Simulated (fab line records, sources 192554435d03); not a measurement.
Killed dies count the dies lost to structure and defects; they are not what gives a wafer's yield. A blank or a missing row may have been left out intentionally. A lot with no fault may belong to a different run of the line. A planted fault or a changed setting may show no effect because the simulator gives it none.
Chamber matching    flow n5-finfet    N5_BEOL_M9_CURE_71 on uv-cure-03 has 3 sister chambers
The step cures SiCOH lowk, time 240 s. 6 wafers are shown with their chamber, then 8 later ones without.

## WAFERS PAIRED WITH THEIR CHAMBERS
wafer   chamber  wafer_temp_C_max  lamp-power-pct (%)
L075.3  2        385.9             52.34
L075.5  2        386.0             52.41
L088.5  0        386.9             52.27
L088.6  0        386.6             52.29
L092.6  1        386.2             52.31
L090.1  1        386.4             52.32

## WAFERS MISSING THEIR CHAMBER
wafer   wafer_temp_C_max  lamp-power-pct (%)
L090.3  386.5             52.35
L090.5  386.0             52.26
L094.1  386.3             52.25
L094.2  386.9             52.29
L094.5  386.3             52.38
L097.1  386.5             52.32
L097.3  386.3             52.39
L097.6  386.1             52.28

## EACH ONE'S CHAMBER
wafer    from the rows above            in truth
L090.3   can't be placed: 1 or 0 or 2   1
L090.5   can't be placed: 1 or 2        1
L094.1   can't be placed: 1 or 0        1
L094.2   0                              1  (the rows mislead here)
L094.5   can't be placed: 1 or 2        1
L097.1   can't be placed: 1 or 0        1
L097.3   can't be placed: 2 or 1        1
L097.6   can't be placed: 1 or 2        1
Correctly placed: 0 of 8. Not placeable from these rows: 7 (in 7, the candidates include the true chamber). 1 placed wrongly.
How it was worked out, from the rows above alone: a wafer's distance from a chamber is the root of the sum, over the readings, of the square of ((its reading less the chamber's mean) divided by the reading's scatter). If the next closest chamber is less than 2 further off than the closest, the wafer can't be placed; otherwise it belongs to the closest. For every chamber, the mean is computed from those of its wafers that are shown. How the scatter is found: for the shown wafers, subtract from each reading the mean of its chamber, square and add these, divide the total by (wafers less chambers), then take the root.
